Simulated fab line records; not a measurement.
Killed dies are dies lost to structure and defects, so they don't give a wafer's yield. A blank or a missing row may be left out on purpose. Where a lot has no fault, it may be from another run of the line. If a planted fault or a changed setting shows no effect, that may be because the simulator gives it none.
fab line records ; flow nand_harc ; part 1 of 2: steps 1 to 19 of 29
record lots=5; wafers=15; last_day=24
route steps=1159 shown A_STAIRCASE@551
lots with no fault: from the same line, run without faults
start_h: start of the lot's first displayed wafer, in hours after the record's first day ; wait_h: hours elapsed since this lot's preceding step ; " identical to the entry in the row above ; L1.1+2: one row covering several wafers at once ; - no value, or no start was given ; * or withheld: withheld ; < > ~ a bound
route shown NAME@n: names a module that has steps shown in the file, with the first one's number in the route ; usual: mean/standard deviation taken from wafers without a fault ; same: alike in all rows ; chamber/n: place in a boat ; sites: each site's reading ; _std_site: standard deviation of those values ; _edge_site: mean of outer sites minus mean of inner sites ; radius_mm: how far each site lies from the wafer's centre ; mask NAME#n: copy n ; behind: the last tool/chamber to shape the wafer ; hold: why the lot was held/for how many hours/how that ended ; device: the n, p or np transistor that did not switch ; end of line: the tests these same wafers got at the end of their route ; where a step has no rows: the recipe by itself ; killed: dies that structure and defects cost at the first sort, which is not the same as the wafer's yield ; map: the dies of a wafer, with x for killed, . for not killed, _ for no die there
set.NAME: the run value of the setting; set.NAME@STEP: its run value at that earlier step ; model.NAME: the simulator's own value behind a step, which no gauge read
lots seen at some steps along the route; tables by step, rows by wafer
services: a tool's chamber out of use, with start hour (start_h, from the record's first day; less than 0 if before it), hours out, and reason
## steps
# step NHARC_A_STAIRCASE_ETCH_15
# recipe target_depth_a=1000; time_s=40.5; ion_energy_ev=400; c4f8_flow_sccm=20; o2_flow_sccm=10; ar_flow_sccm=withheld; rf_w=600; bias_w=1000; chemistry=C4F8/O2
# usual oes_product_au=0.942/0.014; rf_vpp_V=898/4.9
lot.wafer;tool;chamber;start_h;wait_h;oes_product_au;rf_hours_counter_h;rf_vpp_V
L074.2;rie_diel-07;3;-;-;0.956;0;904
L074.4;rie_diel-07;0;-;-;0.938;0;891
L074.5;rie_diel-07;0;-;-;0.932;-;892
L078.2;rie_diel-12;0;-;-;0.977;20;895
L078.6;rie_diel-12;2;-;-;0.953;-;902
L078.4;rie_diel-12;0;-;-;0.976;-;897
L080.3;rie_diel-12;2;-;-;0.933;23;903
L080.2;rie_diel-12;1;-;-;0.940;25;900
L080.6;rie_diel-12;2;-;-;0.941;-;904
L081.3;rie_diel-12;0;-;-;0.943;31;894
L081.2;rie_diel-12;1;-;-;0.931;30;901
L081.1;rie_diel-12;3;-;-;0.938;27;899
L087.4;rie_diel-07;2;-;-;0.944;25;901
L087.2;rie_diel-07;0;-;-;0.932;29;891
L087.6;rie_diel-07;2;-;-;0.964;-;902
# step NHARC_A_STAIRCASE_TRIM_16
# recipe time_s=211.2; o2_flow_sccm=500; ar_flow_sccm=0; bias_w=0; chemistry=O2
# usual drypump_motor_current_A=5.9/0.56; oes_product_au=1.004/0.0093; rf_vpp_V=58.0/0.93; showerhead_plenum_p_Torr=3.58/0.13; throttle_valve_pct=17.036/0.008
lot.wafer;tool;chamber;start_h;wait_h;drypump_motor_current_A;oes_product_au;rf_hours_counter_h;rf_vpp_V;showerhead_plenum_p_Torr;throttle_valve_pct
L074.2;rie_diel-07;1;-;-;4.7;1.013;0;57.1;3.44;17.032
L074.4;rie_diel-07;2;-;-;5.9;1.015;0;58.6;3.70;17.039
L074.5;rie_diel-07;3;-;-;5.6;1.005;-;59.0;3.78;17.036
L078.2;rie_diel-12;2;-;-;6.2;1.009;17;60.1;3.71;17.019
L078.6;rie_diel-12;1;-;-;5.9;0.998;-;59.2;3.64;17.046
L078.4;rie_diel-12;2;-;-;6.3;1.002;-;58.1;3.71;17.033
L080.2;rie_diel-12;0;-;-;5.7;1.020;27;58.3;3.50;17.043
L080.3;rie_diel-12;3;-;-;6.0;1.006;24;58.3;3.62;17.048
L080.6;rie_diel-12;1;-;-;5.9;1.009;-;57.6;3.63;17.020
L081.2;rie_diel-12;0;-;-;5.7;1.017;31;58.1;3.50;17.030
L081.1;rie_diel-12;1;-;-;5.9;1.000;30;58.1;3.63;17.030
L081.3;rie_diel-12;3;-;-;6.0;1.002;27;58.4;3.62;17.025
L087.4;rie_diel-07;0;-;-;6.7;0.995;29;58.8;3.40;17.030
L087.2;rie_diel-07;1;-;-;4.7;1.009;29;57.6;3.43;17.038
L087.6;rie_diel-07;1;-;-;4.8;1.006;-;57.6;3.43;17.019
# step NHARC_A_STAIRCASE_ETCH_17
# recipe target_depth_a=1000; time_s=40.5; ion_energy_ev=400; c4f8_flow_sccm=20; o2_flow_sccm=10; ar_flow_sccm=withheld; rf_w=600; bias_w=1000; chemistry=C4F8/O2
# usual oes_product_au=0.942/0.01; rf_vpp_V=898/4.9
lot.wafer;tool;chamber;start_h;wait_h;oes_product_au;rf_hours_counter_h;rf_vpp_V
L074.4;rie_diel-07;3;-;-;0.953;0;905
L074.2;rie_diel-07;2;-;-;0.968;0;902
L074.5;rie_diel-07;0;-;-;0.947;-;892
L078.2;rie_diel-12;0;-;-;0.953;20;894
L078.6;rie_diel-12;2;-;-;0.934;-;903
L078.4;rie_diel-12;0;-;-;0.963;-;896
L080.3;rie_diel-12;1;-;-;0.943;26;899
L080.2;rie_diel-12;3;-;-;0.942;24;899
L080.6;rie_diel-12;1;-;-;0.940;-;898
L081.3;rie_diel-12;0;-;-;0.946;31;896
L081.2;rie_diel-12;1;-;-;0.932;30;900
L081.1;rie_diel-12;2;-;-;0.932;26;904
L087.2;rie_diel-07;2;-;-;0.963;26;902
L087.4;rie_diel-07;0;-;-;0.932;29;892
L087.6;rie_diel-07;1;-;-;0.943;-;893
# step NHARC_A_STAIRCASE_TRIM_18
# recipe time_s=211.2; o2_flow_sccm=500; ar_flow_sccm=0; bias_w=0; chemistry=O2
# usual drypump_motor_current_A=5.9/0.53; oes_product_au=1.003/0.009; rf_vpp_V=57.9/0.84; showerhead_plenum_p_Torr=3.59/0.13; throttle_valve_pct=17.038/0.0085
lot.wafer;tool;chamber;start_h;wait_h;drypump_motor_current_A;oes_product_au;rf_hours_counter_h;rf_vpp_V;showerhead_plenum_p_Torr;throttle_valve_pct
L074.2;rie_diel-07;0;-;-;6.7;0.992;0;58.3;3.42;17.044
L074.4;rie_diel-07;1;-;-;4.7;0.996;0;57.4;3.44;17.038
L074.5;rie_diel-07;2;-;-;6.0;1.013;-;58.1;3.70;17.033
L078.2;rie_diel-12;0;-;-;5.7;1.023;20;57.0;3.50;17.031
L078.6;rie_diel-12;0;-;-;5.7;1.021;-;57.4;3.50;17.046
L078.4;rie_diel-12;1;-;-;5.9;1.010;-;58.2;3.64;17.035
L080.3;rie_diel-12;2;-;-;6.2;0.994;23;58.3;3.71;17.045
L080.2;rie_diel-12;3;-;-;6.0;1.011;24;57.3;3.62;17.039
L080.6;rie_diel-12;2;-;-;6.2;0.998;-;59.1;3.71;17.030
L081.3;rie_diel-12;1;-;-;5.9;1.001;30;60.0;3.63;17.033
L081.1;rie_diel-12;3;-;-;6.0;1.005;28;57.6;3.62;17.039
L081.2;rie_diel-12;0;-;-;5.7;1.009;31;57.1;3.50;17.031
L087.4;rie_diel-07;1;-;-;4.7;0.996;29;57.3;3.43;17.049
L087.2;rie_diel-07;2;-;-;6.0;1.000;26;57.6;3.68;17.036
L087.6;rie_diel-07;1;-;-;4.8;0.999;-;58.1;3.43;17.039
# step NHARC_A_STAIRCASE_ETCH_19
# recipe target_depth_a=1000; time_s=40.5; ion_energy_ev=400; c4f8_flow_sccm=20; o2_flow_sccm=10; ar_flow_sccm=withheld; rf_w=600; bias_w=1000; chemistry=C4F8/O2
# usual oes_product_au=0.942/0.012; rf_vpp_V=898/4.9
lot.wafer;tool;chamber;start_h;wait_h;oes_product_au;rf_hours_counter_h;rf_vpp_V
L074.2;rie_diel-07;2;-;-;0.955;0;902
L074.4;rie_diel-07;3;-;-;0.946;1;905
L074.5;rie_diel-07;0;-;-;0.953;-;890
L078.2;rie_diel-12;2;-;-;0.937;17;902
L078.6;rie_diel-12;1;-;-;0.957;-;899
L078.4;rie_diel-12;2;-;-;0.938;-;902
L080.3;rie_diel-12;0;-;-;0.956;27;895
L080.2;rie_diel-12;1;-;-;0.946;26;900
L080.6;rie_diel-12;3;-;-;0.953;-;899
L081.2;rie_diel-12;0;-;-;0.962;32;895
L081.3;rie_diel-12;1;-;-;0.932;31;901
L081.1;rie_diel-12;3;-;-;0.958;28;899
L087.2;rie_diel-07;1;-;-;0.948;29;893
L087.4;rie_diel-07;3;-;-;0.948;26;906
L087.6;rie_diel-07;0;-;-;0.929;-;891
# step NHARC_A_STAIRCASE_TRIM_20
# recipe time_s=211.2; o2_flow_sccm=500; ar_flow_sccm=0; bias_w=0; chemistry=O2
# usual drypump_motor_current_A=5.9/0.45; oes_product_au=1.003/0.009; rf_vpp_V=58.0/0.9; showerhead_plenum_p_Torr=3.57/0.13; throttle_valve_pct=17.036/0.0088
lot.wafer;tool;chamber;start_h;wait_h;drypump_motor_current_A;oes_product_au;rf_hours_counter_h;rf_vpp_V;showerhead_plenum_p_Torr;throttle_valve_pct
L074.4;rie_diel-07;0;239.87;0.1;6.7;1.015;0;58.3;3.42;17.045
L074.2;rie_diel-07;2;239.87;0.1;6.0;1.026;1;59.2;3.70;17.034
L074.5;rie_diel-07;1;239.87;0.1;4.7;1.009;-;57.6;3.44;17.037
L078.2;rie_diel-12;1;259.42;0.1;5.9;1.008;19;59.5;3.64;17.038
L078.6;rie_diel-12;0;259.42;0.1;5.7;1.012;-;57.1;3.50;17.039
L078.4;rie_diel-12;1;259.42;0.1;5.9;1.015;-;57.6;3.64;17.034
L080.3;rie_diel-12;0;279.68;0.1;5.7;1.010;27;57.1;3.50;17.059
L080.2;rie_diel-12;1;279.68;0.1;5.9;0.995;26;58.1;3.63;17.039
L080.6;rie_diel-12;0;279.68;0.1;5.7;1.017;-;58.4;3.50;17.027
L081.1;rie_diel-11;2;291.48;0.1;5.5;1.001;35;56.2;3.29;17.032
L081.3;rie_diel-11;3;291.48;0.1;6.6;0.997;35;57.5;3.61;17.040
L081.2;rie_diel-11;1;291.48;0.1;5.5;0.989;34;58.2;3.68;17.026
L087.4;rie_diel-07;0;314.52;0.1;6.7;0.987;29;56.9;3.40;17.034
L087.2;rie_diel-07;2;314.52;0.1;6.0;0.992;26;58.1;3.68;17.041
L087.6;rie_diel-07;0;314.52;0.1;6.7;0.995;-;57.2;3.40;17.036
# step NHARC_A_STAIRCASE_ETCH_21
# recipe target_depth_a=1000; time_s=40.5; ion_energy_ev=400; c4f8_flow_sccm=20; o2_flow_sccm=10; ar_flow_sccm=withheld; rf_w=600; bias_w=1000; chemistry=C4F8/O2
# usual oes_product_au=0.946/0.016; rf_vpp_V=898/4.7
lot.wafer;tool;chamber;start_h;wait_h;oes_product_au;rf_hours_counter_h;rf_vpp_V
L074.4;rie_diel-07;2;-;-;0.952;1;903
L074.2;rie_diel-07;3;-;-;0.949;1;906
L074.5;rie_diel-07;1;-;-;0.941;-;894
L078.2;rie_diel-12;2;-;-;0.939;17;904
L078.6;rie_diel-12;2;-;-;0.952;-;903
L078.4;rie_diel-12;1;-;-;0.952;-;899
L080.3;rie_diel-12;2;-;-;0.949;23;903
L080.2;rie_diel-12;3;-;-;0.944;24;899
L080.6;rie_diel-12;2;-;-;0.946;-;903
L081.3;rie_diel-11;1;-;-;0.936;34;903
L081.1;rie_diel-11;2;-;-;0.956;35;887
L081.2;rie_diel-11;3;-;-;0.952;35;899
L087.2;rie_diel-07;3;-;-;0.941;26;904
L087.4;rie_diel-07;0;-;-;0.936;29;890
L087.6;rie_diel-07;1;-;-;0.946;-;894
# step NHARC_A_STAIRCASE_TRIM_22
# recipe time_s=211.2; o2_flow_sccm=500; ar_flow_sccm=0; bias_w=0; chemistry=O2
# usual drypump_motor_current_A=5.9/0.43; oes_product_au=1.004/0.011; rf_vpp_V=57.8/0.91; showerhead_plenum_p_Torr=3.58/0.13; throttle_valve_pct=17.036/0.0088
lot.wafer;tool;chamber;start_h;wait_h;drypump_motor_current_A;oes_product_au;rf_hours_counter_h;rf_vpp_V;showerhead_plenum_p_Torr;throttle_valve_pct
L074.2;rie_diel-07;1;-;-;4.8;0.999;1;57.7;3.44;17.040
L074.4;rie_diel-07;0;-;-;6.7;0.993;1;56.3;3.42;17.040
L074.5;rie_diel-07;2;-;-;6.0;1.009;-;59.1;3.70;17.033
L078.2;rie_diel-12;1;-;-;5.9;1.010;19;58.0;3.64;17.034
L078.4;rie_diel-12;0;-;-;5.7;1.026;-;57.4;3.51;17.039
L078.6;rie_diel-12;1;-;-;5.9;1.009;-;57.9;3.64;17.041
L080.2;rie_diel-12;3;-;-;6.0;1.019;25;57.0;3.62;17.046
L080.3;rie_diel-12;0;-;-;5.7;1.028;27;58.5;3.50;17.029
L080.6;rie_diel-12;2;-;-;6.2;0.995;-;57.4;3.71;17.041
L081.3;rie_diel-11;0;-;-;5.8;1.009;34;58.4;3.57;17.047
L081.1;rie_diel-11;1;-;-;5.5;0.992;34;57.2;3.68;17.028
L081.2;rie_diel-11;2;-;-;5.5;1.011;35;57.2;3.29;17.021
L087.2;rie_diel-07;2;-;-;5.9;0.994;26;58.3;3.68;17.033
L087.4;rie_diel-07;0;-;-;6.6;1.001;29;58.3;3.40;17.046
L087.6;rie_diel-07;2;-;-;6.0;1.001;-;57.3;3.68;17.038
# step NHARC_A_STAIRCASE_ETCH_23
# recipe target_depth_a=1000; time_s=40.5; ion_energy_ev=400; c4f8_flow_sccm=20; o2_flow_sccm=10; ar_flow_sccm=withheld; rf_w=600; bias_w=1000; chemistry=C4F8/O2
# usual oes_product_au=0.946/0.013; rf_vpp_V=898/4.6
lot.wafer;tool;chamber;start_h;wait_h;oes_product_au;rf_hours_counter_h;rf_vpp_V
L074.2;rie_diel-07;3;-;-;0.953;1;904
L074.4;rie_diel-07;2;-;-;0.966;1;902
L074.5;rie_diel-07;0;-;-;0.932;-;892
L078.2;rie_diel-12;1;-;-;0.960;19;900
L078.4;rie_diel-12;0;-;-;0.962;-;895
L078.6;rie_diel-12;1;-;-;0.949;-;900
L080.2;rie_diel-12;2;-;-;0.944;23;902
L080.3;rie_diel-12;0;-;-;0.961;27;896
L080.6;rie_diel-12;1;-;-;0.962;-;900
L081.2;rie_diel-11;3;-;-;0.941;35;900
L081.3;rie_diel-11;1;-;-;0.936;34;901
L081.1;rie_diel-11;2;-;-;0.945;35;888
L087.4;rie_diel-07;2;-;-;0.950;26;900
L087.2;rie_diel-07;0;-;-;0.932;29;891
L087.6;rie_diel-07;2;-;-;0.939;-;901
# step NHARC_A_STAIRCASE_TRIM_24
# recipe time_s=211.2; o2_flow_sccm=500; ar_flow_sccm=0; bias_w=0; chemistry=O2
# usual drypump_motor_current_A=5.9/0.43; oes_product_au=1.003/0.011; rf_vpp_V=57.8/0.93; showerhead_plenum_p_Torr=3.58/0.13; throttle_valve_pct=17.037/0.0094
lot.wafer;tool;chamber;start_h;wait_h;drypump_motor_current_A;oes_product_au;rf_hours_counter_h;rf_vpp_V;showerhead_plenum_p_Torr;throttle_valve_pct
L074.4;rie_diel-07;3;-;-;5.6;1.001;1;58.2;3.77;17.048
L074.2;rie_diel-07;0;-;-;6.7;1.002;1;58.5;3.42;17.061
L074.5;rie_diel-07;2;-;-;6.0;1.025;-;59.4;3.70;17.017
L078.2;rie_diel-12;0;-;-;5.7;1.014;21;56.9;3.50;17.030
L078.6;rie_diel-12;0;-;-;5.7;1.019;-;57.2;3.50;17.042
L078.4;rie_diel-12;1;-;-;5.9;0.993;-;57.5;3.64;17.046
L080.3;rie_diel-12;1;-;-;5.9;1.006;26;59.5;3.63;17.042
L080.2;rie_diel-12;2;-;-;6.3;0.994;23;57.2;3.71;17.037
L080.6;rie_diel-12;0;-;-;5.8;1.014;-;57.0;3.50;17.021
L081.2;rie_diel-11;0;-;-;5.8;1.006;34;58.1;3.57;17.028
L081.3;rie_diel-11;1;-;-;5.5;0.991;34;58.4;3.68;17.038
L081.1;rie_diel-11;2;-;-;5.5;0.997;35;56.9;3.29;17.035
L087.2;rie_diel-07;3;-;-;5.6;0.986;26;58.0;3.76;17.032
L087.4;rie_diel-07;1;-;-;4.7;1.006;29;56.8;3.43;17.033
L087.6;rie_diel-07;3;-;-;5.6;0.995;-;59.0;3.76;17.055
# step NHARC_A_STAIRCASE_ETCH_25
# recipe target_depth_a=1000; time_s=40.5; ion_energy_ev=400; c4f8_flow_sccm=20; o2_flow_sccm=10; ar_flow_sccm=withheld; rf_w=600; bias_w=1000; chemistry=C4F8/O2
# usual oes_product_au=0.944/0.011; rf_vpp_V=898/4.6
lot.wafer;tool;chamber;start_h;wait_h;oes_product_au;rf_hours_counter_h;rf_vpp_V
L074.2;rie_diel-07;2;-;-;0.959;1;903
L074.4;rie_diel-07;0;-;-;0.945;1;892
L074.5;rie_diel-07;2;-;-;0.956;-;903
L078.2;rie_diel-12;0;-;-;0.956;21;895
L078.6;rie_diel-12;0;-;-;0.956;-;897
L078.4;rie_diel-12;1;-;-;0.955;-;901
L080.3;rie_diel-12;3;-;-;0.948;25;899
L080.2;rie_diel-12;1;-;-;0.956;26;901
L080.6;rie_diel-12;2;-;-;0.950;-;902
L081.1;rie_diel-11;0;-;-;0.943;35;896
L081.2;rie_diel-11;1;-;-;0.938;34;902
L081.3;rie_diel-11;3;-;-;0.935;35;899
L087.4;rie_diel-07;0;-;-;0.950;29;891
L087.2;rie_diel-07;3;-;-;0.940;26;904
L087.6;rie_diel-07;0;-;-;0.941;-;892
# step NHARC_A_STAIRCASE_TRIM_26
# recipe time_s=211.2; o2_flow_sccm=500; ar_flow_sccm=0; bias_w=0; chemistry=O2
# usual drypump_motor_current_A=5.9/0.44; oes_product_au=1.003/0.01; rf_vpp_V=57.9/0.87; showerhead_plenum_p_Torr=3.58/0.13; throttle_valve_pct=17.037/0.0092
lot.wafer;tool;chamber;start_h;wait_h;drypump_motor_current_A;oes_product_au;rf_hours_counter_h;rf_vpp_V;showerhead_plenum_p_Torr;throttle_valve_pct
L074.2;rie_diel-07;2;-;-;6.0;1.018;1;58.1;3.70;17.049
L074.4;rie_diel-07;3;-;-;5.6;1.003;1;58.7;3.78;17.055
L074.5;rie_diel-07;1;-;-;4.7;1.011;-;57.8;3.44;17.030
L078.2;rie_diel-12;1;-;-;5.9;1.005;20;59.4;3.64;17.044
L078.6;rie_diel-12;1;-;-;5.9;1.009;-;57.7;3.64;17.046
L078.4;rie_diel-12;2;-;-;6.2;0.995;-;58.4;3.71;17.030
L080.3;rie_diel-12;1;-;-;5.9;1.002;26;57.4;3.63;17.025
L080.2;rie_diel-12;2;-;-;6.2;1.003;23;57.1;3.71;17.037
L080.6;rie_diel-12;1;-;-;5.9;1.001;-;58.5;3.63;17.040
L081.2;rie_diel-11;3;-;-;6.6;1.005;36;58.4;3.61;17.019
L081.3;rie_diel-11;0;-;-;5.8;0.997;35;56.7;3.57;17.034
L081.1;rie_diel-11;1;-;-;5.5;1.003;34;57.9;3.68;17.026
L087.2;rie_diel-07;1;-;-;4.7;0.999;29;57.8;3.43;17.033
L087.4;rie_diel-07;0;-;-;6.7;0.988;29;57.7;3.40;17.030
L087.6;rie_diel-07;2;-;-;6.0;1.009;-;59.0;3.68;17.037
# step NHARC_A_STAIRCASE_ETCH_27
# recipe target_depth_a=1000; time_s=40.5; ion_energy_ev=400; c4f8_flow_sccm=20; o2_flow_sccm=10; ar_flow_sccm=withheld; rf_w=600; bias_w=1000; chemistry=C4F8/O2
# usual oes_product_au=0.945/0.01; rf_vpp_V=898/4.8
lot.wafer;tool;chamber;start_h;wait_h;oes_product_au;rf_hours_counter_h;rf_vpp_V
L074.4;rie_diel-07;3;-;-;0.955;1;906
L074.2;rie_diel-07;0;-;-;0.943;1;891
L074.5;rie_diel-07;0;-;-;0.952;-;892
L078.2;rie_diel-12;2;-;-;0.922;18;902
L078.4;rie_diel-12;1;-;-;0.933;-;900
L078.6;rie_diel-12;2;-;-;0.923;-;902
L080.2;rie_diel-12;2;-;-;0.938;23;903
L080.3;rie_diel-12;0;-;-;0.966;27;895
L080.6;rie_diel-12;2;-;-;0.942;-;902
L081.2;rie_diel-11;3;-;-;0.934;36;899
L081.1;rie_diel-11;0;-;-;0.939;35;896
L081.3;rie_diel-11;1;-;-;0.936;35;902
L087.2;rie_diel-07;3;-;-;0.948;26;905
L087.4;rie_diel-07;0;-;-;0.944;29;892
L087.6;rie_diel-07;3;-;-;0.943;-;904
# step NHARC_A_STAIRCASE_STRIP_175
# recipe power_w=1500; temp_c=250; chemistry=O2
# usual drypump_motor_current_A=6.0/0.38; heater_power_w=305/36
lot.wafer;tool;chamber;start_h;wait_h;drypump_motor_current_A;heater_power_w;rf_hours_counter_h
L074.2;plasma_asher-01;0;240.97;0.1;5.2;317;24
L074.4;plasma_asher-01;1;240.97;0.1;5.9;353;-
L074.5;plasma_asher-01;0;240.97;0.1;5.3;324;-
L078.2;plasma_asher-01;0;261.80;0.7;5.3;310;33
L078.4;plasma_asher-01;1;261.80;0.7;5.9;355;-
L078.6;plasma_asher-01;0;261.80;0.7;5.3;318;-
L080.2;plasma_asher-02;0;280.72;0.1;6.2;310;30
L080.3;plasma_asher-02;0;280.72;0.1;6.2;322;-
L080.6;plasma_asher-02;1;280.72;0.1;6.2;255;-
L081.2;plasma_asher-01;1;292.67;0.1;5.9;336;2
L081.1;plasma_asher-01;0;292.67;0.1;5.3;328;2
L081.3;plasma_asher-01;1;292.67;0.1;5.9;343;-
L087.2;plasma_asher-01;1;315.61;0.1;5.9;343;8
L087.4;plasma_asher-01;1;315.61;0.1;5.9;341;-
L087.6;plasma_asher-01;1;315.61;0.1;5.9;346;-
# step NHARC_A_STAIRCASE_STRIP_148
# recipe time_s=900; temp_c=130; chemistry=SPM
lot.wafer;tool;chamber;start_h;wait_h
L074.4+2+5;wet_bench-04;5,7,1;241.29;0.2
L078.6+2+4;wet_bench-04;1,2,4;262.13;0.1
L080.6+3+2;wet_bench-04;3,4,5;281.09;0.1
L081.1+2+3;wet_bench-05;5,6,7;293.05;0.3
L087.4+2+6;wet_bench-05;6,7,0;315.91;0.2
# step NHARC_A_STAIRCASE_PRECLEAN_149
# recipe time_s=*; temp_c=50; bath_age_min=0; chemistry=SC1
lot.wafer;tool;chamber;start_h;wait_h
L074.4+2+5;wet_bench-04;5,7,1;-;-
L078.6+2+4;wet_bench-04;1,2,4;-;-
L080.6+3+2;wet_bench-04;3,4,5;-;-
L081.1+2+3;wet_bench-05;5,6,7;-;-
L087.4+2+6;wet_bench-05;6,7,0;-;-
# step NHARC_A_STAIRCASE_SRD_150
lot.wafer;tool;chamber;start_h;wait_h
L074.4+2+5;wet_bench-04;5,7,1;-;-
L078.6+2+4;wet_bench-04;1,2,4;-;-
L080.6+3+2;wet_bench-04;3,4,5;-;-
L081.1+2+3;wet_bench-05;5,6,7;-;-
L087.4+2+6;wet_bench-05;6,7,0;-;-
# step NHARC_A_STAIRCASE_DEHYDRATE_176
# recipe temp_c=150; time_s=120
# usual plate_temp_C=150.01/0.15
lot.wafer;tool;chamber;start_h;wait_h;plate_temp_C
L074.2;litho_track-07;0;241.75;-;149.81
L074.4;litho_track-07;0;241.75;-;149.86
L074.5;litho_track-07;0;241.75;-;149.86
L078.2;litho_track-05;0;262.57;-;150.15
L078.4;litho_track-05;0;262.57;-;150.01
L078.6;litho_track-05;0;262.57;-;149.94
L080.2;litho_track-03;0;281.54;-;149.85
L080.3;litho_track-03;0;281.54;-;149.67
L080.6;litho_track-03;0;281.54;-;149.86
L081.1;litho_track-05;0;293.48;-;149.98
L081.2;litho_track-05;0;293.48;-;149.98
L081.3;litho_track-05;0;293.48;-;149.82
L087.2;litho_track-03;0;316.37;-;150.37
L087.4;litho_track-03;0;316.37;-;149.79
L087.6;litho_track-03;0;316.37;-;150.31
# step NHARC_A_STAIRCASE_HMDS_177
# recipe time_s=30
lot.wafer;tool;chamber;start_h;wait_h
L074.2+4+5;litho_track-07;0;-;-
L078.2+4+6;litho_track-05;0;-;-
L080.2+3+6;litho_track-03;0;-;-
L081.1+2+3;litho_track-05;0;-;-
L087.2+4+6;litho_track-03;0;-;-
